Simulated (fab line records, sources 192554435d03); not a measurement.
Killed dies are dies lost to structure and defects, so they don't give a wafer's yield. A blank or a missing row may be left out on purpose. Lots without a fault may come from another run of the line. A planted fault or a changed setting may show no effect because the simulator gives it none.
fab line records | flow n5_finfet
record lots=11 wafers=33 last_day=19
route steps=1938 shown BEOL_M15@1805 PASSIVATION@1936
lots that met no fault: from a run of the same line without faults
start_h: hours from the record's first day to the start of the lot's first wafer shown | wait_h: hours since the lot's step before | " the same as in the row above | L1.1+2: a row that stands for several wafers | - no value, or no start given | * or withheld: withheld | < > ~ a bound
route shown NAME@n: a module of which the file shows steps, and the number in the route of the first | usual: mean/standard deviation of fault-free wafers | same: alike in all rows | chamber/n: place in a boat | sites: the reading at each site | _std_site: their standard deviation | _edge_site: outer sites' mean less inner sites' | radius_mm: how far each site lies from the wafer's centre | mask NAME#n: copy n | behind: the tool/chamber that last shaped the wafer | hold: why the lot was held/for how many hours/how that ended | device: the transistor (n, p or np) that didn't switch | end of line: the same wafers' tests at the end of the route | a step without rows: its recipe alone | killed: dies lost to structure and defects at the first sort, not the wafer's yield | map: a wafer's dies, x killed, . not, _ none there
set.NAME: the setting as run; set.NAME@STEP: as run at that earlier step | model.NAME: the simulator's own value behind a step, which no gauge read
steps of the route over a sample of lots; a table a step, a row a wafer
services: from which hour (start_h, from the record's first day; less than 0 if before it) a tool's chamber was out of use, for how many hours, and why
## steps
# step N5_BEOL_M15_OVL_MEAS_29
# recipe points_per_wafer=44
# usual M15_OVL=6/5.4
# columns lot.wafer tool chamber start_h wait_h M15_OVL[nm]
L259.3 overlay-01 0 318.06 0.0 6
L259.4 " 0 " " 3
L259.6 " 0 " " 4
L261.2 overlay-02 0 340.69 0.0 -4
L261.3 " 0 " " -1
L261.5 " 0 " " -1
L263.1 overlay-02 0 345.95 0.0 5
L263.2 " 0 " " 10
L263.6 " 0 " " 12
L266.2 overlay-02 0 365.12 0.0 14
L266.3 " 0 " " 16
L266.4 " 0 " " 12
L264.2 overlay-02 0 371.22 0.0 4
L264.4 " 0 " " 9
L264.5 " 0 " " 7
L267.3 overlay-02 0 371.76 0.0 15
L267.4 " 0 " " 5
L267.5 " 0 " " 7
L268.3 overlay-02 0 390.70 0.0 5
L268.5 " 0 " " 1
L268.6 " 0 " " 4
L269.1 overlay-01 0 391.60 0.0 7
L269.3 " 0 " " 3
L269.4 " 0 " " 11
L270.1 overlay-01 0 406.36 0.0 10
L270.2 " 0 " " 12
L270.6 " 0 " " 15
L272.1 overlay-02 0 411.51 0.0 19
L272.3 " 0 " " 11
L272.6 " 0 " " 11
L276.1 overlay-01 0 442.20 0.0 5
L276.2 " 0 " " 4
L276.4 " 0 " " -4
# step N5_BEOL_M15_TRENCH_ETCH_34
# recipe chemistry=C4F8/O2/Ar target=SiO2 target_depth_a=8729.3 he_inner_torr=15 he_outer_torr=30 time_s=199 ion_energy_ev=800 pressure_mtorr=20 source_w=1905 bias_w=2040 Ar_flow_sccm=400 C4F8_flow_sccm=16 O2_flow_sccm=12
# usual bias_w=2041/6.1 drypump_motor_current_A=5.7/0.49 oes_product_au=0.82/0.083 rf_vpp_V=2214/42 showerhead_plenum_p_Torr=3.42/0.089 throttle_valve_pct=30.98/0.27
# columns lot.wafer tool chamber start_h wait_h bias_w drypump_motor_current_A oes_product_au rf_hours_counter_h rf_vpp_V showerhead_plenum_p_Torr throttle_valve_pct
L259.3 rie_diel-01 3 318.65 0.0 2040 6.3 0.84 72 2201 3.38 31.18
L259.4 " 1 " " 2041 6.2 0.69 244 2223 3.49 30.64
L259.6 " 0 " " 2042 6.1 0.89 - 2310 3.51 31.22
L261.2 rie_diel-04 1 341.09 0.0 2046 5.8 0.79 113 2201 3.32 31.06
L261.3 " 2 " " 2034 5.5 0.74 183 2126 3.30 30.77
L261.5 " 0 " " 2050 5.8 0.90 - 2241 3.37 30.94
L263.1 rie_diel-04 1 346.09 0.0 2045 5.7 0.79 115 2203 3.32 31.06
L263.2 " 3 " " 2040 5.9 0.98 6 2240 3.41 31.23
L263.6 " 0 " " 2032 5.8 0.90 - 2240 3.37 30.93
L266.2 rie_diel-05 0 365.34 0.0 2039 4.7 0.67 250 2205 3.51 31.05
L266.3 " 3 " " 2032 5.0 0.80 91 2188 3.35 31.03
L266.4 " 2 " " 2051 5.5 0.73 195 2184 3.31 31.26
L264.2 rie_diel-01 3 371.40 0.0 2044 6.3 0.82 90 2200 3.37 31.19
L264.4 " 1 " " 2043 6.1 0.99 3 2221 3.48 30.40
L264.5 " 0 " " 2032 6.2 0.85 - 2309 3.50 31.23
L267.3 rie_diel-04 0 371.91 0.0 2028 5.8 0.89 26 2240 3.36 30.93
L267.4 " 2 " " 2040 5.5 0.72 192 2127 3.29 30.75
L267.5 " 3 " " 2039 5.8 0.95 - 2239 3.40 31.24
L268.3 rie_diel-01 2 390.84 0.0 2042 5.1 0.80 107 2212 3.45 30.65
L268.5 " 3 " " 2050 6.4 0.82 - 2199 3.37 31.20
L268.6 " 2 " " 2028 5.1 0.79 - 2211 3.45 30.65
L269.1 rie_diel-04 1 391.74 0.0 2047 5.8 0.78 128 2203 3.31 31.05
L269.3 " 2 " " 2044 5.5 0.71 197 2128 3.29 30.76
L269.4 " 0 " " 2051 5.8 0.87 32 2240 3.36 30.92
L270.1 rie_diel-01 2 406.50 0.0 2032 5.2 0.79 111 2212 3.45 30.66
L270.2 " 1 " " 2035 6.2 0.95 15 2221 3.48 30.40
L270.6 " 1 " " 2037 6.2 0.96 - 2218 3.48 30.39
L272.1 rie_diel-04 3 411.65 0.0 2045 5.8 0.93 27 2238 3.40 31.24
L272.3 " 2 " " 2049 5.5 0.71 200 2125 3.29 30.77
L272.6 " 3 " " 2036 5.9 0.92 - 2238 3.40 31.26
L276.1 rie_diel-01 3 442.37 0.0 2040 6.3 0.80 111 2199 3.36 31.22
L276.2 " 1 " " 2027 6.1 0.92 24 2221 3.47 30.41
L276.4 " 2 " " 2031 5.1 0.77 121 2210 3.44 30.67
# step N5_BEOL_M15_SPUTTER_43
# recipe material=TaN target_thk_a=150 temp_c=50 bias_v=168.6 power_w=15000 chamber_pressure_pa=0.12 time_s=24.19
# usual cathode_dc_power_W=15000/2.8 throttle_valve_pct=29.7/0.91
# columns lot.wafer tool chamber start_h wait_h cathode_dc_power_W throttle_valve_pct
L259.3 pvd_sputter-01 - 328.48 0.0 15001 28.8
L259.4 " - " " 14994 31.2
L259.6 " - " " 15004 31.3
L261.2 pvd_sputter-01 - 343.83 0.0 14999 31.4
L261.3 " - " " 14998 30.1
L261.5 " - " " 14998 28.7
L263.1 pvd_sputter-01 - 346.77 0.0 15001 31.3
L263.2 " - " " 14998 28.4
L263.6 " - " " 15001 28.5
L266.2 pvd_sputter-01 - 366.93 0.0 14997 28.8
L266.3 " - " " 14999 31.1
L266.4 " - " " 15004 28.7
L264.2 pvd_sputter-01 - 373.21 0.0 14998 28.9
L264.4 " - " " 14996 31.6
L264.5 " - " " 15001 31.5
L267.3 pvd_sputter-01 - 374.65 0.0 15002 28.8
L267.4 " - " " 14999 29.9
L267.5 " - " " 14999 31.4
L268.3 pvd_sputter-01 - 391.52 0.0 14997 28.7
L268.5 " - " " 15001 28.6
L268.6 " - " " 15000 31.6
L269.1 pvd_sputter-02 - 396.13 0.0 15005 29.4
L269.3 " - " " 15001 29.6
L269.4 " - " " 14996 29.9
L270.1 pvd_sputter-03 - 408.06 0.0 15002 29.8
L270.2 " - " " 15001 29.5
L270.6 " - " " 14999 29.0
L272.1 pvd_sputter-02 - 412.32 0.0 14999 30.0
L272.3 " - " " 15000 29.3
L272.6 " - " " 15003 30.2
L276.1 pvd_sputter-03 - 444.63 0.0 15001 31.4
L276.2 " - " " 14999 30.0
L276.4 " - " " 14999 29.7
# step N5_BEOL_M15_SPUTTER_44
# recipe material=Ta target_thk_a=150 temp_c=50 bias_v=80 power_w=15000 chamber_pressure_pa=0.07 time_s=24.19
# usual cathode_dc_power_W=15000/2.6 throttle_valve_pct=29.7/0.91
# columns lot.wafer tool chamber start_h wait_h cathode_dc_power_W throttle_valve_pct
L259.3 pvd_sputter-01 - 328.56 0.0 15001 28.9
L259.4 " - " " 15000 31.4
L259.6 " - " " 14997 31.5
L261.2 pvd_sputter-01 - 343.91 0.0 15001 31.3
L261.3 " - " " 15006 30.0
L261.5 " - " " 15001 28.7
L263.1 pvd_sputter-01 - 346.85 0.0 15002 31.3
L263.2 " - " " 14999 28.8
L263.6 " - " " 14997 28.5
L266.2 pvd_sputter-01 - 367.01 0.0 14996 28.7
L266.3 " - " " 15008 31.7
L266.4 " - " " 14999 28.6
L264.2 pvd_sputter-01 - 373.29 0.0 15000 28.7
L264.4 " - " " 14997 31.3
L264.5 " - " " 14999 31.3
L267.3 pvd_sputter-01 - 374.73 0.0 14997 29.0
L267.4 " - " " 15000 30.3
L267.5 " - " " 14998 31.6
L268.3 pvd_sputter-01 - 391.60 0.0 15001 28.5
L268.5 " - " " 15003 28.6
L268.6 " - " " 14994 31.6
L269.1 pvd_sputter-02 - 396.21 0.0 14996 29.4
L269.3 " - " " 15000 29.6
L269.4 " - " " 15003 30.1
L270.1 pvd_sputter-03 - 408.14 0.0 15006 29.8
L270.2 " - " " 15002 29.1
L270.6 " - " " 15003 29.2
L272.1 pvd_sputter-02 - 412.40 0.0 15004 29.8
L272.3 " - " " 15003 29.6
L272.6 " - " " 14999 29.9
L276.1 pvd_sputter-03 - 444.71 0.0 15001 31.1
L276.2 " - " " 14997 29.7
L276.4 " - " " 15000 30.0
# step N5_BEOL_M15_CMP_49
# recipe stop_on=SiO2 t_overpolish_s=4.9 down_force_psi=2 platen_rpm=80 clearing_platen_down_force_psi=2 clearing_platen_rpm=80 post_cmp_clean=cu_alkaline target_thk_nm=850 clearing_platen_pad_velocity_m_s=1.5917 pad_velocity_m_s=1.5917
# usual barrier_field_endpoint_s=11.31/0.26 motor_current_A=8.1/0.89
# columns lot.wafer tool chamber start_h wait_h barrier_field_endpoint_s motor_current_A
L259.4 cmp-03 1 329.45 0.2 11.36 7.2
L259.3 " 2 " " 11.35 7.3
L259.6 " 0 " " 11.22 7.6
L261.2 cmp-02 3 345.56 0.5 11.35 9.1
L261.3 " 0 " " 11.72 9.8
L261.5 " 3 " " 11.74 8.8
L263.2 cmp-02 1 347.79 0.2 11.61 8.4
L263.1 " 3 " " 11.61 8.8
L263.6 " 2 " " 11.64 8.9
L266.3 cmp-03 2 367.79 0.2 11.53 7.9
L266.2 " 0 " " 11.28 7.5
L266.4 " 1 " " 11.70 7.4
L264.2 cmp-01 0 374.03 0.2 17.00 8.9
L264.4 " 2 " " 17.14 10.1
L264.5 " 1 " " 16.74 7.0
L267.3 cmp-03 0 375.47 0.2 16.53 7.6
L267.4 " 1 " " 16.86 7.3
L267.5 " 0 " " 16.77 7.9
L268.3 cmp-01 2 392.45 0.3 16.21 10.0
L268.5 " 3 " " 16.15 7.7
L268.6 " 0 " " 16.05 8.9
L269.1 cmp-02 0 396.95 0.3 11.66 10.1
L269.3 " 2 " " 11.51 9.0
L269.4 " 3 " " 11.42 9.0
L270.1 cmp-03 1 408.88 0.3 11.93 7.3
L270.2 " 0 " " 11.30 7.7
L270.6 " 2 " " 11.44 7.8
L272.3 cmp-03 0 413.15 0.2 11.37 7.4
L272.1 " 1 " " 12.00 7.3
L272.6 " 1 " " 11.43 7.7
L276.1 cmp-03 0 445.49 0.3 11.20 7.4
L276.4 " 1 " " 11.08 7.6
L276.2 " 2 " " 11.15 7.3
# step N5_PASSIVATION_PROBE_49
# usual defect_limited_yield=91.4/1.2 killed_at_M0_to_M3=35/11 killed_at_M4_up=14/6 killed_at_contacts=12/6.7 killed_at_front_end=37/9.7 killed_at_other=3.5/2.5 killed_dies=102/15 killed_open=67/12 killed_short=33/7.3 sort_bin_5_function=5.1/0.81 sort_bin_6_memory=3.2/0.65 sort_n_pass=1078/15 sort_yield_pct=91.4/1.2
# same gross_dies=1180 killed_at_back_side=0 sort_bin_4_leakage[%]=0 sort_bin_8_speed[%]=0
# columns lot.wafer tool chamber start_h wait_h defect_limited_yield[%] killed_at_M0_to_M3 killed_at_M4_up killed_at_contacts killed_at_front_end killed_at_other killed_dies killed_open killed_short sort_bin_5_function[%] sort_bin_6_memory[%] sort_n_pass sort_yield_pct[%]
L261.2 prober-01 - 359.78 0.1 90.2 46 13 15 38 4 116 75 40 6.1 3.1 1064 90.2
L261.3 prober-01 - 359.83 0.1 91.4 35 13 15 38 1 102 60 42 5.5 2.5 1078 91.4
L261.5 prober-01 - 359.93 0.2 93.5 23 10 2 35 7 77 49 28 3.9 2.5 1103 93.5
L267.3 prober-02 - 389.74 0.1 92.8 33 18 8 24 2 85 68 15 4.3 2.6 1095 92.8
L267.4 prober-02 - 389.79 0.2 92.0 33 18 5 34 4 94 55 37 4.7 3.0 1086 92.0
L267.5 prober-02 - 389.84 0.2 92.3 32 22 6 28 3 91 61 30 4.8 2.5 1089 92.3
L270.1 prober-01 - 422.01 0.0 92.3 36 7 16 29 3 91 59 32 4.6 2.8 1089 92.3
L270.2 prober-01 - 422.06 0.1 89.1 52 17 19 30 11 129 91 37 7.1 3.5 1051 89.1
L270.6 prober-01 - 422.26 0.3 93.1 25 19 4 30 3 81 50 29 4.2 2.6 1099 93.1
L272.1 prober-02 - 425.76 0.0 90.0 40 9 19 47 3 118 62 56 5.6 4.1 1062 90.0
L272.6 prober-02 - 426.01 0.3 91.4 52 9 7 27 7 102 70 32 4.8 3.6 1078 91.4
# killed by level:class
L261.2 MOL_CONTACT_COAG:geometric_particle:open=14 FIN_SAQP:geometric_particle:open=11 BEOL_M0_SAQP:geometric_particle:short=11 BEOL_M0_SAQP:geometric_particle:open=10 FIN_SAQP:geometric_particle:short=8 BEOL_M1:geometric_particle:short=7 BEOL_M4:geometric_particle:open=7 BEOL_M1:geometric_particle:open=6
L261.3 MOL_CONTACT_COAG:geometric_particle:open=11 FIN_SAQP:geometric_particle:short=9 BEOL_M0_SAQP:geometric_particle:short=8 DUMMY_GATE:geometric_particle:open=7 BEOL_M1:geometric_particle:open=7 GATE_CUT:geometric_particle:short=6 BEOL_M2:geometric_particle:open=6 GATE_CUT:geometric_particle:open=5
L261.5 FIN_SAQP:geometric_particle:open=11 GATE_CUT:geometric_particle:short=9 BEOL_M2:geometric_particle:open=6 BEOL_M0_SAQP:geometric_particle:open=5 STI_FIN_REVEAL:geometric_particle:open=3 DUMMY_GATE:geometric_particle:open=3 BEOL_M1:geometric_particle:open=3 BEOL_M4:geometric_particle:open=3
L267.3 BEOL_M4:geometric_particle:open=13 BEOL_M1:geometric_particle:open=10 MOL_CONTACT_COAG:geometric_particle:open=8 BEOL_M0:geometric_particle:open=6 FIN_SAQP:geometric_particle:open=5 DUMMY_GATE:geometric_particle:open=5 BEOL_M3:geometric_particle:open=5 STARTING-WAFER:geometric_particle:open=5
L267.4 BEOL_M0_SAQP:geometric_particle:short=8 FIN_SAQP:geometric_particle:short=7 BEOL_M4:geometric_particle:open=6 STI_FIN_REVEAL:geometric_particle:open=5 BEOL_M0_SAQP:geometric_particle:open=5 BEOL_M8:geometric_particle:open=5 BEOL_M1:geometric_particle:short=5 BEOL_M1:geometric_particle:open=5
L267.5 BEOL_M0:geometric_particle:open=10 FIN_SAQP:geometric_particle:open=9 BEOL_M4:geometric_particle:open=6 BEOL_M1:geometric_particle:open=5 STARTING-WAFER:geometric_particle:short=5 DUMMY_GATE:geometric_particle:open=4 MOL_CONTACT_COAG:geometric_particle:open=4 BEOL_M0_SAQP:geometric_particle:open=4
L270.1 BEOL_M0_SAQP:geometric_particle:open=14 MOL_CONTACT_COAG:geometric_particle:open=12 BEOL_M0_SAQP:geometric_particle:short=8 BEOL_M1:geometric_particle:open=6 DUMMY_GATE:geometric_particle:open=4 MOL_CONTACT_COAG:geometric_particle:short=4 GATE_CUT:geometric_particle:open=4 BEOL_M3:geometric_particle:open=4
L270.2 MOL_CONTACT_COAG:geometric_particle:open=15 BEOL_M0_SAQP:geometric_particle:short=13 BEOL_M2:geometric_particle:open=13 BEOL_M0_SAQP:geometric_particle:open=12 BEOL_M4:geometric_particle:open=10 STI_FIN_REVEAL:geometric_particle:open=8 DUMMY_GATE:geometric_particle:open=7 FIN_SAQP:geometric_particle:open=5
L270.6 BEOL_M0_SAQP:geometric_particle:short=8 FIN_SAQP:geometric_particle:open=7 STI_FIN_REVEAL:geometric_particle:open=6 BEOL_M0_SAQP:geometric_particle:open=6 BEOL_M4:geometric_particle:open=6 FIN_SAQP:geometric_particle:short=5 BEOL_M3:geometric_particle:open=3 DUMMY_GATE:geometric_particle:open=3
L272.1 MOL_CONTACT_COAG:geometric_particle:open=16 BEOL_M0_SAQP:geometric_particle:short=16 BEOL_M0_SAQP:geometric_particle:open=14 FIN_SAQP:geometric_particle:short=10 STARTING-WAFER:geometric_particle:short=7 GATE_CUT:geometric_particle:short=5 BEOL_M4:geometric_particle:open=5 FIN_SAQP:geometric_particle:open=4
L272.6 BEOL_M0_SAQP:geometric_particle:open=17 BEOL_M0_SAQP:geometric_particle:short=9 BEOL_M3:geometric_particle:open=8 BEOL_M1:geometric_particle:open=7 GATE_CUT:geometric_particle:open=6 BEOL_M3:geometric_particle:short=5 FIN_SAQP:geometric_particle:open=4 MOL_CONTACT_COAG:geometric_particle:open=4
## services
# columns tool chamber start_h hours kind
rie_diel-01 0 301.70 3.2 repair
cmp-02 - 301.97 3.8 pm
cmp-03 - 306.56 5.8 pm
cmp-01 - 316.18 0.9 repair
cmp-01 - 322.86 4.0 pm
cmp-03 - 338.77 7.0 repair
cmp-01 - 343.60 5.5 pm
cmp-03 - 355.51 4.0 pm
cmp-03 - 359.51 - consumable_replace:conditioner
cmp-03 - 359.51 - consumable_replace:pad
pvd_sputter-01 - 376.86 2.8 repair
rie_diel-01 0 378.42 9.6 repair
rie_diel-05 3 378.97 14.3 repair
rie_diel-05 0 379.15 1.6 repair
cmp-01 - 382.85 2.2 repair
cmp-02 - 395.86 1.0 repair
cmp-02 - 398.48 3.4 repair
rie_diel-04 0 399.11 26.0 repair
rie_diel-04 2 402.36 8.4 repair
cmp-02 - 402.61 4.0 pm
cmp-01 - 417.91 0.8 repair
rie_diel-05 3 430.73 9.2 repair
pvd_sputter-03 - 434.03 2.5 repair
cmp-03 - 435.23 1.5 repair
## key
first_sign step=N5_BEOL_M15_CMP_49 reading=barrier_field_endpoint_s direction=up sigmas=21 usual=11.31 struck=16.61
effect none on later readings
met_at N5_BEOL_M15_SPUTTER_43
struck_lots L264,L267,L268
rows_end L264.2,L264.4,L264.5,L268.3,L268.5,L268.6
not_acting_at N5_BEOL_M15_OVL_MEAS_29,N5_BEOL_M15_TRENCH_ETCH_34,N5_BEOL_M15_SPUTTER_44
onset_between 366.93 373.21
earlier_fault kind=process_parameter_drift tool=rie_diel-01 chamber=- onset_h=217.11 steps=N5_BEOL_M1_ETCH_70 channel=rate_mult offset=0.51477 shape=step
fault kind=process_parameter_drift tool=pvd_sputter-01 chamber=- onset_h=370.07 steps=N5_BEOL_M15_SPUTTER_43 channel=time_s offset=* shape=step acts_in=* stated=*
# rows_end: these wafers met a further fault down the route, and their rows from its step on are left out
